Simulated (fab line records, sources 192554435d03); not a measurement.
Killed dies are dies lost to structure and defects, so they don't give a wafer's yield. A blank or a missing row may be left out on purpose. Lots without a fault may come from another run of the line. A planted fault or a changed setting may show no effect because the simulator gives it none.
A struck lot beside a sound one | flow n5_finfet | 16 steps out of a route of 1938
Sound: wafers L820.1, L820.5, L820.6. Struck: wafers L826.1, L826.2, L826.6. The cause comes at the end.
At each step with rows: each side's tool, then ch and its chambers, then its first start. Under that, the readings that differ: sound wafers | struck wafers | difference of the means | sigmas: that difference in standard deviations of wafers without a fault.
alike: readings whose means differ by less than 2 such deviations, and words and numbers that are the same on both sides. not compared: withheld readings, readings that some wafer has no value for, bounds like >300 that may hide the same value, and numbers for which the record gives no deviation and whose values overlap.
The two part at a step that has a row with sigmas, a row that says differs or no value, or rows on one side only. Numbers that don't overlap but have no deviation are shown without sigmas and don't part them. A reading that every wafer of one side lacks parts them only if that side has two wafers or more.

first, 1 step without rows for these wafers: N5_STI_FIN_REVEAL_SRD_21 (time 30 s).
N5_STI_FIN_REVEAL_OXIDATION_33: chemistry O2 PLASMA REMOTE, time 20 s.
  sound on plasma_asher-01 ch 0,1, day 3 01:02; struck on plasma_asher-01 ch 0,1, day 4 12:34
  alike: drypump_motor_current_A, heater_power_w
  not compared: rf_hours_counter_h
then, 2 steps without rows for these wafers: N5_STI_FIN_REVEAL_CLEAN_19 (cleans in O3/DIW, time 120 s); N5_STI_FIN_REVEAL_SRD_23 (time 30 s).
N5_STI_FIN_REVEAL_CD_MEAS_22: target cd 6.238 nm, pitch 28 nm.
  sound on cd_sem-03, day 3 01:12; struck on cd_sem-02, day 4 12:47
  alike: cd_nm
N5_STI_FIN_REVEAL_FIN_H_MEAS_10:
  sound on ocd-02, day 3 01:14; struck on ocd-01, day 4 12:49
  alike: trench_depth_nm
then, 2 steps without rows for these wafers: N5_STI_FIN_REVEAL_PRECLEAN_18 (cleans in SC2, time 45 s); N5_STI_FIN_REVEAL_SRD_28 (time 30 s).
N5_STI_FIN_REVEAL_INSPECT_13: inspects for defects (darkfield).
  sound on defect_inspect-02, day 3 01:19; struck on defect_inspect-01, day 4 12:55
  alike: raw_defect_count
then, 2 steps without rows for these wafers: N5_DUMMY_GATE_PRECLEAN_00 (cleans in O3/DIW, time 60 s); N5_DUMMY_GATE_SRD_01 (time 30 s).
N5_DUMMY_GATE_ALD_02: deposits SiO2, target thk 2 nm, pulse time 1 s.
  sound on ald_sin-01 ch 0,2,3, day 3 01:25; struck on ald_sin-04 ch 1,3, day 4 13:00
  alike: heater_power_w, precursor_pulse_height_rel
N5_DUMMY_GATE_CVD_03: deposits a-Si from SiH4, target thk 150 nm, time 8042 s.
  sound on lpcvd-02 ch 0/109,0/114,0/90, day 3 05:13; struck on lpcvd-01 ch 0/65,0/70,0/89, day 4 13:06
  reading                                     | sound                | struck               | difference | sigmas
  spike_tc_bottom_C (C)                       | 549.9 549.9 549.9    | 542.3 542.3 542.3    | -7.6       | -3
  spike_tc_centre_C (C)                       | 529.1 529.1 529.1    | 519.0 519.0 519.0    | -10.1      | -10
  spike_tc_lower_C (C)                        | 528.6 528.6 528.6    | 518.2 518.2 518.2    | -10.4      | -10
  spike_tc_top_C (C)                          | 557.5 557.5 557.5    | 543.1 543.1 543.1    | -14.4      | -7
  spike_tc_upper_C (C)                        | 529.5 529.5 529.5    | 520.7 520.7 520.7    | -8.8       | -7
  susceptor_temp_C (C)                        | 530.10 530.10 530.10 | 518.15 518.15 518.15 | -11.95     | -80
  model.a-Si_of_DUMMY_GATE_CVD_03.thk_nm (nm) | 149 149.2 149        | 105.4 107.2 105.6    | -43.0      |
then, 2 steps without rows for these wafers: N5_DUMMY_GATE_PRECLEAN_46 (cleans in DIW, time 89.5 s); N5_DUMMY_GATE_SRD_47 (dry time 32 s).
N5_DUMMY_GATE_CMP_04: polishes a-Si.
  sound on cmp-01 ch 0,1,2, day 3 09:00; struck on cmp-01 ch 0,2, day 4 16:50
  reading                | sound         | struck      | difference | sigmas
  time_to_endpoint_s (s) | 10.9 11.9 9.6 | 5.8 3.3 4.1 | -6.4       | -3
  alike: motor_current_A

WHERE THEY PART
First at N5_DUMMY_GATE_CVD_03; last, within this record, at N5_DUMMY_GATE_CMP_04.

WHY: what the simulator had put in
Process parameter drift: lpcvd-01, from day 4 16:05 on, at N5_DUMMY_GATE_CVD_03. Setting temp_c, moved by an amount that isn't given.
